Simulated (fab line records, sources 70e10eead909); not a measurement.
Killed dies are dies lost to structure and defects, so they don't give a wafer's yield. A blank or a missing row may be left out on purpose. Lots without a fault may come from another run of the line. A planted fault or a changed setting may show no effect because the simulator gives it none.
One fault seen from 3 desks | flow nand_harc | each desk has only its own numbers; what lay behind them comes last

THE METROLOGY DESK
What the gauges read, lot by lot, whatever tool the lot ran on: means of the sampled wafers that have a number. A lot is out of limits, marked OUT, if its mean lies more than 4 standard deviations from the usual mean; the brackets give that distance.
Columns: A = thk_nm at NHARC_A_ONON_D1_THK_MEAS_11, usual 998 nm
lot  | first seen here | A
L233 | day 8 06:04     | 994
L234 | day 8 17:09     | 1000
L235 | day 9 06:43     | 982
L237 | day 10 01:41    | 1001
L238 | day 10 09:06    | 991
L239 | day 10 09:06    | 1001
L240 | day 11 00:20    | 1017
L241 | day 11 15:44    | 1000
L243 | day 12 06:35    | 999
L244 | day 12 21:51    | 1000
L245 | day 13 17:16    | 1009
L246 | day 13 17:16    | 1015
L249 | day 14 23:47    | 908 (-9.8) OUT
L250 | day 15 16:19    | 944 (-5.8) OUT
L251 | day 15 22:14    | 965
This desk's finding: out of limits on L249, L250; first on L249, day 14 23:47 (thk_nm at NHARC_A_ONON_D1_THK_MEAS_11). In limits: L233, L234, L235, L237, L238, L239, L240, L241, L243, L244, L245, L246, L251.

THE DEFECT DESK
What the inspections along the route counted, lot by lot: means of the sampled wafers that have a number. A lot is out of limits, marked OUT, if its mean lies more than 4 standard deviations from the usual mean; the brackets give that distance.
Columns: A = raw_defect_count at NHARC_A_ZERO_WELL_INSPECT_17, usual 11; B = raw_defect_count at NHARC_A_SOURCE_PLATE_INSPECT_08, usual 60
lot  | first seen here | A  | B
L233 | day 7 07:17     | 15 | 68
L234 | day 7 17:14     | 11 | 42
L235 | day 8 06:20     | 5  | 38
L237 | day 9 02:48     | 18 | 54
L238 | day 9 08:29     | 16 | 48
L239 | day 9 13:37     | 14 | 54
L240 | day 10 01:38    | 6  | 60
L241 | day 10 16:17    | 10 | 110
L243 | day 11 07:19    | 18 | 56
L244 | day 11 23:02    | 14 | 60
L245 | day 12 18:31    | 11 | 40
L246 | day 12 19:25    | 16 | 75
L249 | day 14 00:43    | 10 | 58
L250 | day 14 18:00    | 12 | 66
L251 | day 14 23:42    | 12 | 54
This desk's finding: nothing out of limits on any of the 15 lots.

THE TOOL OWNER'S DESK: pecvd_onon-03
The tool's own readings at NHARC_A_ONON_D1_DEP_09 (target thk 1000 nm): means of the sampled wafers that have a number, for each lot that ran on this tool. A lot is out of limits, marked OUT, if its mean lies more than 4 standard deviations from the usual mean; the brackets give that distance.
Columns: A = n2_flow_sccm at NHARC_A_ONON_D1_DEP_09, usual 2750 sccm
lot  | first seen here | A
L235 | day 9 06:13     | 2737
L241 | day 11 15:24    | 2751
L243 | day 12 06:04    | 2763
L244 | day 12 21:24    | 2750
L246 | day 13 16:45    | 2749
L249 | day 14 23:20    | 2758
L250 | day 15 15:52    | 2744
L251 | day 15 21:47    | 2749
This desk's finding: nothing out of limits on any of the 8 lots.

PUT TOGETHER
The metrology desk could have raised an alarm at day 14 23:47, on L249, L250.
The defect desk saw nothing out of limits.
The tool owner's desk saw nothing out of limits.
The defect desk has L249, L250 on record, within its limits.
The tool owner's desk has L249, L250 on record, within its limits.
Of the lots named, all ran NHARC_A_ONON_D1_DEP_09 on pecvd_onon-03.

WHAT THE SIMULATOR HAD PUT IN
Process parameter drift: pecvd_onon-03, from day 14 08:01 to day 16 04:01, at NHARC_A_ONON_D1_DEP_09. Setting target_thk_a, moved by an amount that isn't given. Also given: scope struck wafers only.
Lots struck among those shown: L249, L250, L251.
Hours from the fault's start to each desk's first reading out of limits: the metrology desk, 16.
